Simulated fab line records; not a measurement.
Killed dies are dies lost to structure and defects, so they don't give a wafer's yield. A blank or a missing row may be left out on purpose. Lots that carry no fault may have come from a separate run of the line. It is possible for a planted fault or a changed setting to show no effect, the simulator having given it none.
A single fault, viewed from 2 desks + flow n5Finfet + only its own numbers are on each desk; what lay behind them is given at the end

== TOOL OWNER'S DESK, hpAnneal-01 ==
Per lot that ran on this tool, the mean of the sampled wafers carrying a number, from the tool's own readings at N5_MOL_CONTACT_COAG_ANNEAL_112 (time 1800 s). If a lot's mean is further than 4 standard deviations from the usual mean, the lot is out of limits and carries the mark OUT (the distance appears in the brackets). Of its 11 readings 7 are shown: the one that was out of limits first, and those that lie furthest out on some lot.
Columns: A = spikeTcBottomC at N5_MOL_CONTACT_COAG_ANNEAL_112, usual 426.4 C; B = spikeTcCentreC at N5_MOL_CONTACT_COAG_ANNEAL_112, usual 400.0 C; C = spikeTcLowerC at N5_MOL_CONTACT_COAG_ANNEAL_112, usual 400.0 C; D = spikeTcTopC at N5_MOL_CONTACT_COAG_ANNEAL_112, usual 432.5 C; E = spikeTcUpperC at N5_MOL_CONTACT_COAG_ANNEAL_112, usual 399.5 C; F = wafer_temp_C_max at N5_MOL_CONTACT_COAG_ANNEAL_112, usual 402.0; G = zonePowerBottomPct at N5_MOL_CONTACT_COAG_ANNEAL_112, usual 12.72 %
| lot  | first seen here | A               | B               | C               | D               | E               | F               | G               |
|------|-----------------|-----------------|-----------------|-----------------|-----------------|-----------------|-----------------|-----------------|
| L606 | day 5 21:07     | 426.7           | 400.7           | 400.0           | 432.2           | 399.4           | 402.2           | 12.65           |
| L607 | day 6 02:16     | 426.1           | 399.8           | 399.4           | 432.4           | 399.5           | 401.8           | 12.74           |
| L610 | day 6 22:07     | 426.7           | 399.4           | 401.2           | 432.7           | 400.1           | 402.0           | 12.74           |
| L611 | day 7 01:32     | 426.8           | 399.8           | 399.7           | 432.2           | 399.4           | 402.1           | 12.75           |
| L613 | day 7 19:32     | 427.3           | 399.8           | 400.6           | 432.3           | 399.2           | 401.7           | 12.63           |
| L615 | day 8 02:50     | 390.2 (-40) OUT | 362.2 (-41) OUT | 361.9 (-35) OUT | 397.0 (-38) OUT | 362.7 (-38) OUT | 365.2 (-92) OUT | 11.02 (-14) OUT |
| L616 | day 8 06:34     | 389.3 (-41) OUT | 362.7 (-40) OUT | 361.7 (-35) OUT | 398.2 (-37) OUT | 361.8 (-38) OUT | 365.1 (-92) OUT | 11.12 (-13) OUT |
| L617 | day 8 09:50     | 390.1 (-40) OUT | 362.9 (-40) OUT | 363.2 (-33) OUT | 397.9 (-37) OUT | 362.6 (-38) OUT | 364.8 (-93) OUT | 11.09 (-14) OUT |
| L618 | day 8 15:39     | 389.0 (-42) OUT | 362.4 (-40) OUT | 364.7 (-32) OUT | 397.7 (-37) OUT | 362.7 (-38) OUT | 364.9 (-93) OUT | 10.93 (-15) OUT |
This desk finds L615, L616, L617, L618 out of limits, L615 being first, at day 8 02:50 (spikeTcBottomC at N5_MOL_CONTACT_COAG_ANNEAL_112). L606, L607, L610, L611, L613 stayed within limits.

== FROM THE METROLOGY DESK ==
Means of the sampled wafers that have a number, per lot and without regard to the tool the lot ran on: this is what the gauges read. If a lot's mean is further than 4 standard deviations from the usual mean, the lot is out of limits and carries the mark OUT (the distance appears in the brackets). Of its 16 readings 7 are shown: the one that was out of limits first, and those that lie furthest out on some lot.
Columns: A = ION_P at N5_BEOL_M4_RC_MEAS_101, usual 464 uA/um; B = SS_N at N5_BEOL_M4_RC_MEAS_101, usual 71.6 mV/dec; C = SS_P at N5_BEOL_M4_RC_MEAS_101, usual 73.4 mV/dec; D = VT_N_LONG at N5_BEOL_M4_RC_MEAS_101, usual 275.0 mV; E = VT_P at N5_BEOL_M4_RC_MEAS_101, usual -250 mV; F = VT_P_LONG at N5_BEOL_M4_RC_MEAS_101, usual -275.0 mV; G = VT_P_LVT at N5_BEOL_M4_RC_MEAS_101, usual -98.6 mV
| lot  | first seen here | A              | B               | C               | D                | E               | F                 | G                 |
|------|-----------------|----------------|-----------------|-----------------|------------------|-----------------|-------------------|-------------------|
| L606 | day 5 20:54     | 463            | 71.5            | 73.4            | 275.2            | -250            | -275.4            | -101.8            |
| L607 | day 6 02:14     | 469            | 71.6            | 73.2            | 274.3            | -249            | -273.4            | -98.9             |
| L610 | day 6 22:05     | 468            | 71.6            | 73.3            | 275.4            | -246            | -273.6            | -97.6             |
| L611 | day 7 01:30     | 467            | 71.8            | 73.6            | 274.2            | -248            | -273.2            | -95.0             |
| L613 | day 7 19:31     | 465            | 71.2            | 73.0            | 274.2            | -250            | -271.2            | -99.3             |
| L615 | day 8 02:49     | 421 (-6.6) OUT | 74.2 (+5.5) OUT | 78.1 (+8.3) OUT | 284.2 (+4.8) OUT | -268 (-5.9) OUT | -296.3 (-7.3) OUT | -116.0 (-6.4) OUT |
| L616 | day 8 06:32     | 431 (-5.1) OUT | 73.0            | 76.2 (+4.9) OUT | 283.0 (+4.2) OUT | -265 (-4.8) OUT | -290.5 (-5.3) OUT | -115.8 (-6.4) OUT |
| L617 | day 8 09:48     | 421 (-6.7) OUT | 73.4            | 77.1 (+6.5) OUT | 287.8 (+6.8) OUT | -271 (-6.7) OUT | -296.7 (-7.5) OUT | -118.8 (-7.5) OUT |
| L618 | day 8 15:38     | 428 (-5.5) OUT | 73.0            | 77.1 (+6.5) OUT | 282.7 (+4.1) OUT | -265 (-4.9) OUT | -291.4 (-5.7) OUT | -115.1 (-6.1) OUT |
Finding of this desk: L615, L616, L617, L618 out of limits, first seen on L615 at day 11 02:08 (ION_P at N5_BEOL_M4_RC_MEAS_101). L606, L607, L610, L611, L613 stayed within limits.

== PUT TOGETHER ==
The tool owner's desk had the chance to raise an alarm at day 8 02:50 on L615, L616, L617, L618.
At day 11 02:08 the metrology desk could have sounded an alarm, on L615, L616, L617, L618.
Of the lots named, all ran N5_MOL_CONTACT_COAG_ANNEAL_112 on hpAnneal-01.

== WHAT HAD BEEN PUT IN BY THE SIMULATOR ==
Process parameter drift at N5_MOL_CONTACT_COAG_ANNEAL_112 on hpAnneal-01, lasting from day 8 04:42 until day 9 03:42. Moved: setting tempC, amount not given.
Struck lots among those shown: L615, L616, L617, L618.
